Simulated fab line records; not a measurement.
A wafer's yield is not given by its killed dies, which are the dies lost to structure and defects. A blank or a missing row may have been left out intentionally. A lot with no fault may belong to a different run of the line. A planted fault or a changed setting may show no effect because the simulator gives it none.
Chamber matching | flow n5 finfet | 3 sister chambers for N5_BEOL_M9_PECVD_70 on pecvd-01
The step deposits SiO2 from TEOS/O2, target thk 20 nm, time 22.7 s. 6 wafers are shown with their chamber, then 8 later ones without.

WAFERS, EACH WITH ITS CHAMBER
wafer  | chamber | throttle valve pct (%) | heater power w (W)
L085.4 | 0       | 20.4                   | 746
L087.5 | 2       | 22.0                   | 838
L087.6 | 0       | 20.3                   | 714
L089.4 | 2       | 21.8                   | 897
L089.6 | 1       | 22.2                   | 592
L090.2 | 1       | 22.4                   | 607

WAFERS WHOSE CHAMBER IS MISSING
wafer  | throttle valve pct (%) | heater power w (W)
L090.4 | 22.3                   | 878
L090.6 | 20.6                   | 754
L091.1 | 20.6                   | 788
L091.3 | 22.2                   | 855
L091.6 | 22.2                   | 838
L096.1 | 22.7                   | 690
L096.2 | 22.5                   | 808
L096.3 | 20.4                   | 780

WHICH CHAMBER EACH ONE RAN IN
wafer  | from the rows above | in truth
L090.4 | 2                   | 2
L090.6 | 0                   | 0
L091.1 | 0                   | 0
L091.3 | 2                   | 2
L091.6 | 2                   | 2
L096.1 | 1                   | 1
L096.2 | 2                   | 2
L096.3 | 0                   | 0
8 of 8 placed correctly. Not placeable from these rows: 0. Placed wrongly: 0.
How it was worked out, from the rows above alone: a wafer's distance from a chamber is the root of the sum, over the readings, of the square of ((its reading less the chamber's mean) divided by the reading's scatter). If the next closest chamber is less than 2 further off than the closest, the wafer can't be placed; otherwise it belongs to the closest. Each chamber's mean is taken over the wafers shown for it. The scatter: the root of (the sum of the squares of (reading less its chamber's mean) over the shown wafers, divided by (wafers less chambers)).
